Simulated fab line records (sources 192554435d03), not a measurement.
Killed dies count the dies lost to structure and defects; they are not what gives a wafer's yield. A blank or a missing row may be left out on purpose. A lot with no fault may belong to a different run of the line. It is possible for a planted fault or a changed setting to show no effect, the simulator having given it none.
Matching of chambers ; flow n5-finfet ; N5_FIN_SAQP_ALD_61 on ald-sin-03: 4 sister chambers
The step deposits SiO2, target thk 4 nm, pulse time 1 s, purge time 2 s. 8 wafers are shown with their chamber, then 9 later ones without.

## EACH WAFER AND ITS CHAMBER
wafer;chamber;heater-power-w (W);precursor-pulse-height-rel
L079.4;1;518;0.995
L079.6;2;425;1.004
L082.3;1;508;0.987
L082.5;0;394;0.983
L082.6;3;494;1.013
L083.3;0;393;1.025
L083.4;2;433;0.984
L083.6;3;500;0.990

## WAFERS MISSING THEIR CHAMBER
wafer;heater-power-w (W);precursor-pulse-height-rel
L093.4;379;1.040
L093.5;386;1.019
L093.6;526;1.002
L094.1;395;0.999
L094.4;425;0.981
L094.6;393;0.979
L096.2;503;0.982
L096.4;447;1.011
L096.5;396;1.007

## WHICH CHAMBER EACH WENT THROUGH
wafer;from the rows above;in truth
L093.4;0;0
L093.5;0;0
L093.6;1;1
L094.1;0;0
L094.4;2;2
L094.6;0;0
L096.2;can't be placed: 3 or 1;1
L096.4;2;2
L096.5;0;0
8 of 9 placed correctly. Cannot be placed on the basis of these rows: 1; the candidates contain the true chamber in 1. Placed wrongly: 0.
How it was worked out, from the rows above alone: a wafer's distance from a chamber is the root of the sum, over the readings, of the square of ((its reading less the chamber's mean) divided by the reading's scatter). If the next closest chamber is less than 2 further off than the closest, the wafer can't be placed; otherwise it belongs to the closest. For every chamber, the mean is computed from those of its wafers that are shown. The scatter is the square root of a quotient: the sum, over the shown wafers, of each reading's squared deviation from its chamber's mean, divided by wafers minus chambers.
